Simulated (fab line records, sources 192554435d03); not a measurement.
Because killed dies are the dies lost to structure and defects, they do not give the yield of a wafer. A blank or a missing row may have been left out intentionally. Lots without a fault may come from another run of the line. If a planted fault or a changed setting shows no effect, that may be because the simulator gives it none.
fab line records / flow n5_finfet
record: lots: 13 wafers: 37 last_day: 20
route steps=1938 shown BEOL_M9@1459 BEOL_M10@1475 PASSIVATION@1936
lots that met no fault: taken from a fault-free run of the same line
start_h: start of the lot's first displayed wafer, in hours after the record's first day / wait_h: how many hours have passed since the lot's step before this one / " identical to the entry in the row above / L1.1+2: a single row standing in for several wafers / - no value, or no start was given / * or withheld: withheld / < > ~ a bound
route shown NAME@n: a module of which the file shows steps, and the number in the route of the first / usual: mean/standard deviation taken from wafers without a fault / same: alike in all rows / chamber/n: place in a boat / sites: per-site readings / _std_site: their standard deviation / _edge_site: inner sites' mean taken away from outer sites' mean / radius_mm: for every site, how far away it sits from the centre of the wafer / mask NAME#n: copy n / behind: the last tool/chamber to shape the wafer / hold: reason for holding the lot/hours on hold/outcome of the hold / device: the transistor (n, p or np) that didn't switch / end of line: the tests these same wafers got at the end of their route / where a step has no rows: the recipe by itself / killed: dies that structure and defects cost at the first sort, which is not the same as the wafer's yield / map: per-die view of a wafer (x killed, . not killed, _ where there is no die)
set.NAME: the run value of the setting; set.NAME@STEP: its run value at that earlier step / model.NAME: the simulator's own value behind a step, which no gauge read
one table for each step of the route and one row for each wafer, over a sample of lots
services: when a tool's chamber went out of use (start_h, in hours from the record's first day, below 0 if earlier), for how many hours, and the reason
== steps ==
step: N5_BEOL_M9_SURFACE_TREAT_79
recipe: gas: Ar time_s: * ion_energy_ev: * ion_current_ma_cm2: 0.5 pressure_mtorr: * ar_flow_sccm: 30
usual: throttle_valve_pct: *
lot.wafer=L682.2 tool=pvd_sputter-01 chamber=- start_h=246.55 wait_h=0.4 throttle_valve_pct=*
lot.wafer=L682.3 tool=pvd_sputter-01 chamber=- start_h=246.55 wait_h=0.4 throttle_valve_pct=*
lot.wafer=L682.5 tool=pvd_sputter-01 chamber=- start_h=246.55 wait_h=0.4 throttle_valve_pct=*
lot.wafer=L686.1 tool=pvd_sputter-01 chamber=- start_h=269.28 wait_h=0.3 throttle_valve_pct=*
lot.wafer=L686.3 tool=pvd_sputter-01 chamber=- start_h=269.28 wait_h=0.3 throttle_valve_pct=*
lot.wafer=L686.6 tool=pvd_sputter-01 chamber=- start_h=269.28 wait_h=0.3 throttle_valve_pct=*
lot.wafer=L684.4 tool=pvd_sputter-02 chamber=- start_h=272.58 wait_h=0.3 throttle_valve_pct=*
lot.wafer=L684.5 tool=pvd_sputter-02 chamber=- start_h=272.58 wait_h=0.3 throttle_valve_pct=*
lot.wafer=L687.1 tool=pvd_sputter-03 chamber=- start_h=283.66 wait_h=0.3 throttle_valve_pct=*
lot.wafer=L687.4 tool=pvd_sputter-03 chamber=- start_h=283.66 wait_h=0.3 throttle_valve_pct=*
lot.wafer=L687.6 tool=pvd_sputter-03 chamber=- start_h=283.66 wait_h=0.3 throttle_valve_pct=*
lot.wafer=L690.2 tool=pvd_sputter-03 chamber=- start_h=296.46 wait_h=0.2 throttle_valve_pct=*
lot.wafer=L690.4 tool=pvd_sputter-03 chamber=- start_h=296.46 wait_h=0.2 throttle_valve_pct=*
lot.wafer=L690.5 tool=pvd_sputter-03 chamber=- start_h=296.46 wait_h=0.2 throttle_valve_pct=*
lot.wafer=L689.2 tool=pvd_sputter-01 chamber=- start_h=313.86 wait_h=0.2 throttle_valve_pct=*
lot.wafer=L689.3 tool=pvd_sputter-01 chamber=- start_h=313.86 wait_h=0.2 throttle_valve_pct=*
lot.wafer=L689.4 tool=pvd_sputter-01 chamber=- start_h=313.86 wait_h=0.2 throttle_valve_pct=*
lot.wafer=L692.1 tool=pvd_sputter-01 chamber=- start_h=318.30 wait_h=0.2 throttle_valve_pct=*
lot.wafer=L692.4 tool=pvd_sputter-01 chamber=- start_h=318.30 wait_h=0.2 throttle_valve_pct=*
lot.wafer=L692.6 tool=pvd_sputter-01 chamber=- start_h=318.30 wait_h=0.2 throttle_valve_pct=*
lot.wafer=L693.1 tool=pvd_sputter-02 chamber=- start_h=322.20 wait_h=0.2 throttle_valve_pct=*
lot.wafer=L693.2 tool=pvd_sputter-02 chamber=- start_h=322.20 wait_h=0.2 throttle_valve_pct=*
lot.wafer=L693.4 tool=pvd_sputter-02 chamber=- start_h=322.20 wait_h=0.2 throttle_valve_pct=*
lot.wafer=L695.1 tool=pvd_sputter-01 chamber=- start_h=338.66 wait_h=0.3 throttle_valve_pct=*
lot.wafer=L695.2 tool=pvd_sputter-01 chamber=- start_h=338.66 wait_h=0.3 throttle_valve_pct=*
lot.wafer=L695.4 tool=pvd_sputter-01 chamber=- start_h=338.66 wait_h=0.3 throttle_valve_pct=*
lot.wafer=L697.2 tool=pvd_sputter-01 chamber=- start_h=343.14 wait_h=0.2 throttle_valve_pct=*
lot.wafer=L697.6 tool=pvd_sputter-01 chamber=- start_h=343.14 wait_h=0.2 throttle_valve_pct=*
lot.wafer=L699.1 tool=pvd_sputter-01 chamber=- start_h=348.92 wait_h=0.2 throttle_valve_pct=*
lot.wafer=L699.4 tool=pvd_sputter-01 chamber=- start_h=348.92 wait_h=0.2 throttle_valve_pct=*
lot.wafer=L699.5 tool=pvd_sputter-01 chamber=- start_h=348.92 wait_h=0.2 throttle_valve_pct=*
lot.wafer=L698.1 tool=pvd_sputter-03 chamber=- start_h=371.96 wait_h=0.4 throttle_valve_pct=*
lot.wafer=L698.3 tool=pvd_sputter-03 chamber=- start_h=371.96 wait_h=0.4 throttle_valve_pct=*
lot.wafer=L698.5 tool=pvd_sputter-03 chamber=- start_h=371.96 wait_h=0.4 throttle_valve_pct=*
lot.wafer=L705.1 tool=pvd_sputter-03 chamber=- start_h=401.35 wait_h=0.2 throttle_valve_pct=*
lot.wafer=L705.4 tool=pvd_sputter-03 chamber=- start_h=401.35 wait_h=0.2 throttle_valve_pct=*
lot.wafer=L705.6 tool=pvd_sputter-03 chamber=- start_h=401.35 wait_h=0.2 throttle_valve_pct=*
step: N5_BEOL_M10_COAT_59
recipe: resist: SOC temp_c: 250 time_s: 60 spin_rpm: 1500 resist_thk_nm: 100
usual: heater_power_total_W: 500.4/1.9 plate_temp_C: 250.01/0.18 spin_speed_rpm: 1500.1/0.98
lot.wafer=L682.2 tool=litho_track-03 chamber=0 start_h=250.28 wait_h=0.1 heater_power_total_W=502.4 plate_temp_C=249.85 spin_speed_rpm=1500.9
lot.wafer=L682.3 tool=litho_track-03 chamber=0 start_h=250.28 wait_h=0.1 heater_power_total_W=499.6 plate_temp_C=249.82 spin_speed_rpm=1500.1
lot.wafer=L682.5 tool=litho_track-03 chamber=0 start_h=250.28 wait_h=0.1 heater_power_total_W=499.0 plate_temp_C=249.78 spin_speed_rpm=1498.6
lot.wafer=L686.1 tool=litho_track-01 chamber=0 start_h=272.78 wait_h=0.1 heater_power_total_W=498.3 plate_temp_C=249.80 spin_speed_rpm=1499.4
lot.wafer=L686.3 tool=litho_track-01 chamber=0 start_h=272.78 wait_h=0.1 heater_power_total_W=498.2 plate_temp_C=249.89 spin_speed_rpm=1501.0
lot.wafer=L686.6 tool=litho_track-01 chamber=0 start_h=272.78 wait_h=0.1 heater_power_total_W=502.8 plate_temp_C=249.84 spin_speed_rpm=1499.9
lot.wafer=L684.4 tool=litho_track-03 chamber=0 start_h=275.68 wait_h=0.1 heater_power_total_W=500.2 plate_temp_C=249.95 spin_speed_rpm=1500.6
lot.wafer=L684.5 tool=litho_track-03 chamber=0 start_h=275.68 wait_h=0.1 heater_power_total_W=502.3 plate_temp_C=250.01 spin_speed_rpm=1498.2
lot.wafer=L687.1 tool=litho_track-01 chamber=0 start_h=287.80 wait_h=0.1 heater_power_total_W=500.1 plate_temp_C=250.19 spin_speed_rpm=1500.4
lot.wafer=L687.4 tool=litho_track-01 chamber=0 start_h=287.80 wait_h=0.1 heater_power_total_W=502.6 plate_temp_C=250.11 spin_speed_rpm=1500.3
lot.wafer=L687.6 tool=litho_track-01 chamber=0 start_h=287.80 wait_h=0.1 heater_power_total_W=501.9 plate_temp_C=250.15 spin_speed_rpm=1499.3
lot.wafer=L690.2 tool=litho_track-03 chamber=0 start_h=299.69 wait_h=0.1 heater_power_total_W=498.0 plate_temp_C=250.12 spin_speed_rpm=1499.6
lot.wafer=L690.4 tool=litho_track-03 chamber=0 start_h=299.69 wait_h=0.1 heater_power_total_W=497.4 plate_temp_C=249.72 spin_speed_rpm=1500.2
lot.wafer=L690.5 tool=litho_track-03 chamber=0 start_h=299.69 wait_h=0.1 heater_power_total_W=501.3 plate_temp_C=250.02 spin_speed_rpm=1499.8
lot.wafer=L689.2 tool=litho_track-05 chamber=0 start_h=317.73 wait_h=0.1 heater_power_total_W=500.8 plate_temp_C=249.84 spin_speed_rpm=1498.0
lot.wafer=L689.3 tool=litho_track-05 chamber=0 start_h=317.73 wait_h=0.1 heater_power_total_W=501.9 plate_temp_C=249.91 spin_speed_rpm=1499.3
lot.wafer=L689.4 tool=litho_track-05 chamber=0 start_h=317.73 wait_h=0.1 heater_power_total_W=497.4 plate_temp_C=250.07 spin_speed_rpm=1497.8
lot.wafer=L692.1 tool=litho_track-05 chamber=0 start_h=321.71 wait_h=0.1 heater_power_total_W=503.2 plate_temp_C=249.86 spin_speed_rpm=1499.9
lot.wafer=L692.4 tool=litho_track-05 chamber=0 start_h=321.71 wait_h=0.1 heater_power_total_W=502.2 plate_temp_C=250.04 spin_speed_rpm=1499.5
lot.wafer=L692.6 tool=litho_track-05 chamber=0 start_h=321.71 wait_h=0.1 heater_power_total_W=502.3 plate_temp_C=250.16 spin_speed_rpm=1499.7
lot.wafer=L693.1 tool=litho_track-05 chamber=0 start_h=325.57 wait_h=0.1 heater_power_total_W=498.2 plate_temp_C=250.28 spin_speed_rpm=1499.6
lot.wafer=L693.2 tool=litho_track-05 chamber=0 start_h=325.57 wait_h=0.1 heater_power_total_W=503.1 plate_temp_C=250.09 spin_speed_rpm=1499.6
lot.wafer=L693.4 tool=litho_track-05 chamber=0 start_h=325.57 wait_h=0.1 heater_power_total_W=501.5 plate_temp_C=249.86 spin_speed_rpm=1498.7
lot.wafer=L695.1 tool=litho_track-01 chamber=0 start_h=341.82 wait_h=0.1 heater_power_total_W=503.3 plate_temp_C=250.01 spin_speed_rpm=1501.5
lot.wafer=L695.2 tool=litho_track-01 chamber=0 start_h=341.82 wait_h=0.1 heater_power_total_W=499.6 plate_temp_C=249.77 spin_speed_rpm=1501.8
lot.wafer=L695.4 tool=litho_track-01 chamber=0 start_h=341.82 wait_h=0.1 heater_power_total_W=499.4 plate_temp_C=249.90 spin_speed_rpm=1501.9
lot.wafer=L697.2 tool=litho_track-05 chamber=0 start_h=348.43 wait_h=0.1 heater_power_total_W=499.1 plate_temp_C=249.71 spin_speed_rpm=1499.0
lot.wafer=L697.6 tool=litho_track-05 chamber=0 start_h=348.43 wait_h=0.1 heater_power_total_W=498.9 plate_temp_C=250.18 spin_speed_rpm=1499.1
lot.wafer=L699.1 tool=litho_track-05 chamber=0 start_h=351.82 wait_h=0.1 heater_power_total_W=506.4 plate_temp_C=252.35 spin_speed_rpm=1500.3
lot.wafer=L699.4 tool=litho_track-05 chamber=0 start_h=351.82 wait_h=0.1 heater_power_total_W=509.0 plate_temp_C=252.37 spin_speed_rpm=1500.7
lot.wafer=L699.5 tool=litho_track-05 chamber=0 start_h=351.82 wait_h=0.1 heater_power_total_W=505.8 plate_temp_C=252.31 spin_speed_rpm=1499.1
lot.wafer=L698.1 tool=litho_track-05 chamber=0 start_h=377.31 wait_h=0.1 heater_power_total_W=508.9 plate_temp_C=252.09 spin_speed_rpm=1500.6
lot.wafer=L698.3 tool=litho_track-05 chamber=0 start_h=377.31 wait_h=0.1 heater_power_total_W=503.1 plate_temp_C=252.22 spin_speed_rpm=1500.5
lot.wafer=L698.5 tool=litho_track-05 chamber=0 start_h=377.31 wait_h=0.1 heater_power_total_W=508.6 plate_temp_C=252.13 spin_speed_rpm=1501.8
lot.wafer=L705.1 tool=litho_track-01 chamber=0 start_h=405.06 wait_h=0.1 heater_power_total_W=501.0 plate_temp_C=249.86 spin_speed_rpm=1500.5
lot.wafer=L705.4 tool=litho_track-01 chamber=0 start_h=405.06 wait_h=0.1 heater_power_total_W=500.0 plate_temp_C=250.04 spin_speed_rpm=1500.0
lot.wafer=L705.6 tool=litho_track-01 chamber=0 start_h=405.06 wait_h=0.1 heater_power_total_W=499.6 plate_temp_C=250.05 spin_speed_rpm=1499.3
step: N5_BEOL_M10_CD_MEAS_11
recipe: target_cd_nm: 64.1 landing_energy_ev: 500 detector: se_inlens polarity: opening
usual: cd_nm: 64.1/0.59
lot.wafer=L682.2 tool=cd_sem-03 chamber=0 start_h=250.65 wait_h=- cd_nm=62.8
lot.wafer=L682.3 tool=cd_sem-03 chamber=0 start_h=250.65 wait_h=- cd_nm=63.9
lot.wafer=L682.5 tool=cd_sem-03 chamber=0 start_h=250.65 wait_h=- cd_nm=63.8
lot.wafer=L686.1 tool=cd_sem-02 chamber=0 start_h=273.03 wait_h=- cd_nm=63.3
lot.wafer=L686.3 tool=cd_sem-02 chamber=0 start_h=273.03 wait_h=- cd_nm=63.5
lot.wafer=L686.6 tool=cd_sem-02 chamber=0 start_h=273.03 wait_h=- cd_nm=63.5
lot.wafer=L684.4 tool=cd_sem-02 chamber=0 start_h=275.93 wait_h=- cd_nm=64.6
lot.wafer=L684.5 tool=cd_sem-02 chamber=0 start_h=275.93 wait_h=- cd_nm=64.1
lot.wafer=L687.1 tool=cd_sem-03 chamber=0 start_h=288.05 wait_h=- cd_nm=64.7
lot.wafer=L687.4 tool=cd_sem-03 chamber=0 start_h=288.05 wait_h=- cd_nm=63.1
lot.wafer=L687.6 tool=cd_sem-03 chamber=0 start_h=288.05 wait_h=- cd_nm=64.2
lot.wafer=L690.2 tool=cd_sem-03 chamber=0 start_h=300.09 wait_h=- cd_nm=64.4
lot.wafer=L690.4 tool=cd_sem-03 chamber=0 start_h=300.09 wait_h=- cd_nm=64.4
lot.wafer=L690.5 tool=cd_sem-03 chamber=0 start_h=300.09 wait_h=- cd_nm=63.9
lot.wafer=L689.2 tool=cd_sem-02 chamber=0 start_h=318.10 wait_h=- cd_nm=63.1
lot.wafer=L689.3 tool=cd_sem-02 chamber=0 start_h=318.10 wait_h=- cd_nm=64.6
lot.wafer=L689.4 tool=cd_sem-02 chamber=0 start_h=318.10 wait_h=- cd_nm=64.2
lot.wafer=L692.1 tool=cd_sem-03 chamber=0 start_h=322.08 wait_h=- cd_nm=65.6
lot.wafer=L692.4 tool=cd_sem-03 chamber=0 start_h=322.08 wait_h=- cd_nm=64.4
lot.wafer=L692.6 tool=cd_sem-03 chamber=0 start_h=322.08 wait_h=- cd_nm=63.7
lot.wafer=L693.1 tool=cd_sem-03 chamber=0 start_h=325.94 wait_h=- cd_nm=64.1
lot.wafer=L693.2 tool=cd_sem-03 chamber=0 start_h=325.94 wait_h=- cd_nm=64.6
lot.wafer=L693.4 tool=cd_sem-03 chamber=0 start_h=325.94 wait_h=- cd_nm=63.2
lot.wafer=L695.1 tool=cd_sem-02 chamber=0 start_h=342.19 wait_h=- cd_nm=64.3
lot.wafer=L695.2 tool=cd_sem-02 chamber=0 start_h=342.19 wait_h=- cd_nm=64.3
lot.wafer=L695.4 tool=cd_sem-02 chamber=0 start_h=342.19 wait_h=- cd_nm=64.0
lot.wafer=L697.2 tool=cd_sem-03 chamber=0 start_h=348.80 wait_h=- cd_nm=64.2
lot.wafer=L697.6 tool=cd_sem-03 chamber=0 start_h=348.80 wait_h=- cd_nm=64.4
lot.wafer=L699.1 tool=cd_sem-03 chamber=0 start_h=352.19 wait_h=- cd_nm=63.2
lot.wafer=L699.4 tool=cd_sem-03 chamber=0 start_h=352.19 wait_h=- cd_nm=64.9
lot.wafer=L699.5 tool=cd_sem-03 chamber=0 start_h=352.19 wait_h=- cd_nm=63.8
lot.wafer=L698.1 tool=cd_sem-01 chamber=0 start_h=377.68 wait_h=- cd_nm=64.1
lot.wafer=L698.3 tool=cd_sem-01 chamber=0 start_h=377.68 wait_h=- cd_nm=63.9
lot.wafer=L698.5 tool=cd_sem-01 chamber=0 start_h=377.68 wait_h=- cd_nm=63.9
lot.wafer=L705.1 tool=cd_sem-01 chamber=0 start_h=405.30 wait_h=- cd_nm=65.0
lot.wafer=L705.4 tool=cd_sem-01 chamber=0 start_h=405.30 wait_h=- cd_nm=64.8
lot.wafer=L705.6 tool=cd_sem-01 chamber=0 start_h=405.30 wait_h=- cd_nm=65.1
step: N5_BEOL_M10_OVL_MEAS_12
recipe: points_per_wafer: 44
usual: M10_OVL: -0.5/0.77
lot.wafer=L682.2 tool=overlay-02 chamber=0 start_h=250.68 wait_h=0.0 M10_OVL[nm]=-0.6
lot.wafer=L682.3 tool=overlay-02 chamber=0 start_h=250.68 wait_h=0.0 M10_OVL[nm]=0.0
lot.wafer=L682.5 tool=overlay-02 chamber=0 start_h=250.68 wait_h=0.0 M10_OVL[nm]=-1.1
lot.wafer=L686.1 tool=overlay-01 chamber=0 start_h=273.06 wait_h=0.0 M10_OVL[nm]=-1.1
lot.wafer=L686.3 tool=overlay-01 chamber=0 start_h=273.06 wait_h=0.0 M10_OVL[nm]=-0.6
lot.wafer=L686.6 tool=overlay-01 chamber=0 start_h=273.06 wait_h=0.0 M10_OVL[nm]=-0.8
lot.wafer=L684.4 tool=overlay-01 chamber=0 start_h=275.96 wait_h=0.0 M10_OVL[nm]=-0.1
lot.wafer=L684.5 tool=overlay-01 chamber=0 start_h=275.96 wait_h=0.0 M10_OVL[nm]=-1.1
lot.wafer=L687.1 tool=overlay-02 chamber=0 start_h=288.08 wait_h=0.0 M10_OVL[nm]=0.1
lot.wafer=L687.4 tool=overlay-02 chamber=0 start_h=288.08 wait_h=0.0 M10_OVL[nm]=0.6
lot.wafer=L687.6 tool=overlay-02 chamber=0 start_h=288.08 wait_h=0.0 M10_OVL[nm]=-0.1
lot.wafer=L690.2 tool=overlay-01 chamber=0 start_h=300.12 wait_h=0.0 M10_OVL[nm]=-0.8
lot.wafer=L690.4 tool=overlay-01 chamber=0 start_h=300.12 wait_h=0.0 M10_OVL[nm]=0.3
lot.wafer=L690.5 tool=overlay-01 chamber=0 start_h=300.12 wait_h=0.0 M10_OVL[nm]=0.9
lot.wafer=L689.2 tool=overlay-02 chamber=0 start_h=318.13 wait_h=0.0 M10_OVL[nm]=-0.6
lot.wafer=L689.3 tool=overlay-02 chamber=0 start_h=318.13 wait_h=0.0 M10_OVL[nm]=-0.3
lot.wafer=L689.4 tool=overlay-02 chamber=0 start_h=318.13 wait_h=0.0 M10_OVL[nm]=0.1
lot.wafer=L692.1 tool=overlay-02 chamber=0 start_h=322.11 wait_h=0.0 M10_OVL[nm]=-0.4
lot.wafer=L692.4 tool=overlay-02 chamber=0 start_h=322.11 wait_h=0.0 M10_OVL[nm]=1.2
lot.wafer=L692.6 tool=overlay-02 chamber=0 start_h=322.11 wait_h=0.0 M10_OVL[nm]=0.5
lot.wafer=L693.1 tool=overlay-01 chamber=0 start_h=325.97 wait_h=0.0 M10_OVL[nm]=-3.0
lot.wafer=L693.2 tool=overlay-01 chamber=0 start_h=325.97 wait_h=0.0 M10_OVL[nm]=-0.4
lot.wafer=L693.4 tool=overlay-01 chamber=0 start_h=325.97 wait_h=0.0 M10_OVL[nm]=-0.2
lot.wafer=L695.1 tool=overlay-02 chamber=0 start_h=342.22 wait_h=0.0 M10_OVL[nm]=-0.8
lot.wafer=L695.2 tool=overlay-02 chamber=0 start_h=342.22 wait_h=0.0 M10_OVL[nm]=-0.7
lot.wafer=L695.4 tool=overlay-02 chamber=0 start_h=342.22 wait_h=0.0 M10_OVL[nm]=-0.8
lot.wafer=L697.2 tool=overlay-02 chamber=0 start_h=348.83 wait_h=0.0 M10_OVL[nm]=0.0
lot.wafer=L697.6 tool=overlay-02 chamber=0 start_h=348.83 wait_h=0.0 M10_OVL[nm]=-0.2
lot.wafer=L699.1 tool=overlay-01 chamber=0 start_h=352.22 wait_h=0.0 M10_OVL[nm]=1.2
lot.wafer=L699.4 tool=overlay-01 chamber=0 start_h=352.22 wait_h=0.0 M10_OVL[nm]=0.0
lot.wafer=L699.5 tool=overlay-01 chamber=0 start_h=352.22 wait_h=0.0 M10_OVL[nm]=-0.5
lot.wafer=L698.1 tool=overlay-02 chamber=0 start_h=377.71 wait_h=0.0 M10_OVL[nm]=-1.4
lot.wafer=L698.3 tool=overlay-02 chamber=0 start_h=377.71 wait_h=0.0 M10_OVL[nm]=-0.7
lot.wafer=L698.5 tool=overlay-02 chamber=0 start_h=377.71 wait_h=0.0 M10_OVL[nm]=-0.3
lot.wafer=L705.1 tool=overlay-01 chamber=0 start_h=405.33 wait_h=0.0 M10_OVL[nm]=0.3
lot.wafer=L705.4 tool=overlay-01 chamber=0 start_h=405.33 wait_h=0.0 M10_OVL[nm]=-0.1
lot.wafer=L705.6 tool=overlay-01 chamber=0 start_h=405.33 wait_h=0.0 M10_OVL[nm]=-0.8
step: N5_PASSIVATION_PROBE_49
usual: defect_limited_yield: 91.2/1.5 killed_at_M0_to_M3: 36/10 killed_at_M4_up: 14/5.2 killed_at_contacts: 12/6 killed_at_front_end: 37/10 killed_at_other: 4/3.3 killed_dies: 104/18 killed_open: 68/14 killed_short: 34/7.4 sort_bin_4_leakage: 0.01/0.04 sort_bin_5_function: 5.2/1 sort_bin_6_memory: 3.3/0.7 sort_bin_8_speed: 0.01/0.045 sort_n_pass: 1076/18 sort_yield_pct: 91.2/1.5
same: gross_dies: 1180 killed_at_back_side: 0
lot.wafer=L684.4 tool=prober-01 chamber=- start_h=338.42 wait_h=0.2 defect_limited_yield[%]=93.3 killed_at_M0_to_M3=28 killed_at_M4_up=8 killed_at_contacts=6 killed_at_front_end=31 killed_at_other=6 killed_dies=79 killed_open=53 killed_short=26 sort_bin_4_leakage[%]=0 sort_bin_5_function[%]=3.9 sort_bin_6_memory[%]=2.7 sort_bin_8_speed[%]=0 sort_n_pass=1101 sort_yield_pct[%]=93.3
lot.wafer=L684.5 tool=prober-01 chamber=- start_h=338.47 wait_h=0.2 defect_limited_yield[%]=94.6 killed_at_M0_to_M3=18 killed_at_M4_up=13 killed_at_contacts=14 killed_at_front_end=16 killed_at_other=3 killed_dies=64 killed_open=42 killed_short=22 sort_bin_4_leakage[%]=0 sort_bin_5_function[%]=3.2 sort_bin_6_memory[%]=1.9 sort_bin_8_speed[%]=0 sort_n_pass=1116 sort_yield_pct[%]=94.6
lot.wafer=L697.6 tool=prober-01 chamber=- start_h=399.31 wait_h=0.3 defect_limited_yield[%]=94.1 killed_at_M0_to_M3=23 killed_at_M4_up=13 killed_at_contacts=3 killed_at_front_end=28 killed_at_other=3 killed_dies=70 killed_open=49 killed_short=20 sort_bin_4_leakage[%]=0 sort_bin_5_function[%]=4.1 sort_bin_6_memory[%]=1.8 sort_bin_8_speed[%]=0.17 sort_n_pass=1108 sort_yield_pct[%]=93.9
lot.wafer=L699.1 tool=prober-01 chamber=- start_h=420.03 wait_h=0.0 defect_limited_yield[%]=92.6 killed_at_M0_to_M3=25 killed_at_M4_up=9 killed_at_contacts=7 killed_at_front_end=32 killed_at_other=14 killed_dies=87 killed_open=45 killed_short=34 sort_bin_4_leakage[%]=0 sort_bin_5_function[%]=4.0 sort_bin_6_memory[%]=3.1 sort_bin_8_speed[%]=0 sort_n_pass=1093 sort_yield_pct[%]=92.6
lot.wafer=L699.4 tool=prober-01 chamber=- start_h=420.18 wait_h=0.2 defect_limited_yield[%]=91.1 killed_at_M0_to_M3=29 killed_at_M4_up=21 killed_at_contacts=8 killed_at_front_end=37 killed_at_other=10 killed_dies=105 killed_open=67 killed_short=34 sort_bin_4_leakage[%]=0 sort_bin_5_function[%]=4.9 sort_bin_6_memory[%]=3.9 sort_bin_8_speed[%]=0 sort_n_pass=1075 sort_yield_pct[%]=91.1
lot.wafer=L699.5 tool=prober-01 chamber=- start_h=420.23 wait_h=0.2 defect_limited_yield[%]=91.9 killed_at_M0_to_M3=36 killed_at_M4_up=13 killed_at_contacts=9 killed_at_front_end=26 killed_at_other=11 killed_dies=95 killed_open=60 killed_short=30 sort_bin_4_leakage[%]=0 sort_bin_5_function[%]=3.7 sort_bin_6_memory[%]=4.0 sort_bin_8_speed[%]=0 sort_n_pass=1085 sort_yield_pct[%]=91.9
lot.wafer=L698.1 tool=prober-01 chamber=- start_h=470.34 wait_h=0.0 defect_limited_yield[%]=91.4 killed_at_M0_to_M3=36 killed_at_M4_up=12 killed_at_contacts=9 killed_at_front_end=43 killed_at_other=1 killed_dies=101 killed_open=64 killed_short=35 sort_bin_4_leakage[%]=0 sort_bin_5_function[%]=5.6 sort_bin_6_memory[%]=2.8 sort_bin_8_speed[%]=0 sort_n_pass=1079 sort_yield_pct[%]=91.4
lot.wafer=L698.3 tool=prober-01 chamber=- start_h=470.44 wait_h=0.1 defect_limited_yield[%]=91.2 killed_at_M0_to_M3=27 killed_at_M4_up=15 killed_at_contacts=4 killed_at_front_end=47 killed_at_other=11 killed_dies=104 killed_open=76 killed_short=27 sort_bin_4_leakage[%]=0 sort_bin_5_function[%]=4.2 sort_bin_6_memory[%]=4.2 sort_bin_8_speed[%]=0.08 sort_n_pass=1076 sort_yield_pct[%]=91.2
lot.wafer=L698.5 tool=prober-01 chamber=- start_h=470.54 wait_h=0.2 defect_limited_yield[%]=91.9 killed_at_M0_to_M3=22 killed_at_M4_up=6 killed_at_contacts=12 killed_at_front_end=49 killed_at_other=6 killed_dies=95 killed_open=62 killed_short=31 sort_bin_4_leakage[%]=0 sort_bin_5_function[%]=4.5 sort_bin_6_memory[%]=3.3 sort_bin_8_speed[%]=0 sort_n_pass=1085 sort_yield_pct[%]=91.9
killed by level:class
L684.4 BEOL_M2:geometric_particle:open=7 STI_FIN_REVEAL:geometric_particle:open=6 FIN_SAQP:geometric_particle:short=5 GATE_CUT:geometric_particle:short=5 MOL_CONTACT_COAG:geometric_particle:open=5 BEOL_M0_SAQP:geometric_particle:open=5 BEOL_M1:geometric_particle:open=5 FIN_SAQP:geometric_particle:open=3
L684.5 MOL_CONTACT_COAG:geometric_particle:open=12 GATE_CUT:geometric_particle:short=6 BEOL_M1:geometric_particle:open=5 FIN_SAQP:geometric_particle:open=4 BEOL_M0_SAQP:geometric_particle:short=4 BEOL_M4:geometric_particle:open=4 BEOL_M2:geometric_particle:open=3 BEOL_M7:geometric_particle:open=3
L697.6 BEOL_M0_SAQP:geometric_particle:open=7 BEOL_M3:geometric_particle:open=7 FIN_SAQP:geometric_particle:open=6 BEOL_M4:geometric_particle:open=6 GATE_CUT:geometric_particle:short=5 STI_FIN_REVEAL:geometric_particle:open=4 BEOL_M0_SAQP:geometric_particle:short=4 FIN_SAQP:geometric_particle:short=3
L699.1 STI_FIN_REVEAL:geometric_particle:open=8 MOL_CONTACT_COAG:geometric_particle:open=6 PASSIVATION:area_etch=6 BEOL_M0_SAQP:geometric_particle:short=5 BEOL_M4:geometric_particle:open=5 STARTING-WAFER:geometric_particle:short=5 FIN_SAQP:geometric_particle:short=4 GATE_CUT:geometric_particle:short=4
L699.4 BEOL_M0_SAQP:geometric_particle:open=8 BEOL_M0_SAQP:geometric_particle:short=7 BEOL_M3:geometric_particle:open=7 BEOL_M4:geometric_particle:open=7 BEOL_M3:geometric_particle:short=6 GATE_CUT:geometric_particle:short=6 MOL_CONTACT_COAG:geometric_particle:open=6 BEOL_M5:geometric_particle:open=6
L699.5 FIN_SAQP:geometric_particle:open=8 MOL_CONTACT_COAG:geometric_particle:open=8 BEOL_M3:geometric_particle:open=8 BEOL_M4:geometric_particle:open=8 BEOL_M0_SAQP:geometric_particle:short=6 GATE_CUT:geometric_particle:short=5 BEOL_M0_SAQP:geometric_particle:open=5 FIN_SAQP:geometric_particle:short=4
L698.1 BEOL_M2:geometric_particle:open=12 STI_FIN_REVEAL:geometric_particle:open=11 FIN_SAQP:geometric_particle:open=9 FIN_SAQP:geometric_particle:short=6 BEOL_M0_SAQP:geometric_particle:open=6 GATE_CUT:geometric_particle:short=5 MOL_CONTACT_COAG:geometric_particle:open=5 BEOL_M4:geometric_particle:open=5
L698.3 FIN_SAQP:geometric_particle:open=22 GATE_CUT:geometric_particle:open=9 FIN_SAQP:geometric_particle:short=8 BEOL_M0_SAQP:geometric_particle:short=8 BEOL_M5:geometric_particle:open=8 BEOL_M0_SAQP:geometric_particle:open=6 MIM_TOP:geometric_particle:open=5 STI_FIN_REVEAL:geometric_particle:open=4
L698.5 FIN_SAQP:geometric_particle:open=14 MOL_CONTACT_COAG:geometric_particle:open=10 STI_FIN_REVEAL:geometric_particle:open=9 GATE_CUT:geometric_particle:short=8 FIN_SAQP:geometric_particle:short=5 BEOL_M1:geometric_particle:open=5 DUMMY_GATE:geometric_particle:open=4 BEOL_M2:geometric_particle:short=4
== services ==
tool=litho_track-03 chamber=- start_h=308.09 hours=- kind=consumable_replace:filter
tool=pvd_sputter-01 chamber=- start_h=393.50 hours=73.0 kind=repair
== key ==
first_sign: step: N5_BEOL_M10_COAT_59 reading: plate_temp_C direction: up sigmas: 13 usual: * struck: *
effect: step: N5_BEOL_M10_COAT_59 reading: heater_power_total_W direction: up sigmas: 3.5 usual: * struck: *
met_at N5_BEOL_M10_COAT_59
struck_lots L698,L699
not_acting_at N5_BEOL_M9_SURFACE_TREAT_79,N5_BEOL_M10_CD_MEAS_11,N5_BEOL_M10_OVL_MEAS_12
onset_between 348.43 351.82
fault: kind: process_parameter_drift tool: litho_track-05 chamber: - onset_h: 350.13 steps: N5_BEOL_M10_COAT_59 channel: temp_c offset: * shape: step end_h: 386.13 acts_in: * stated: *
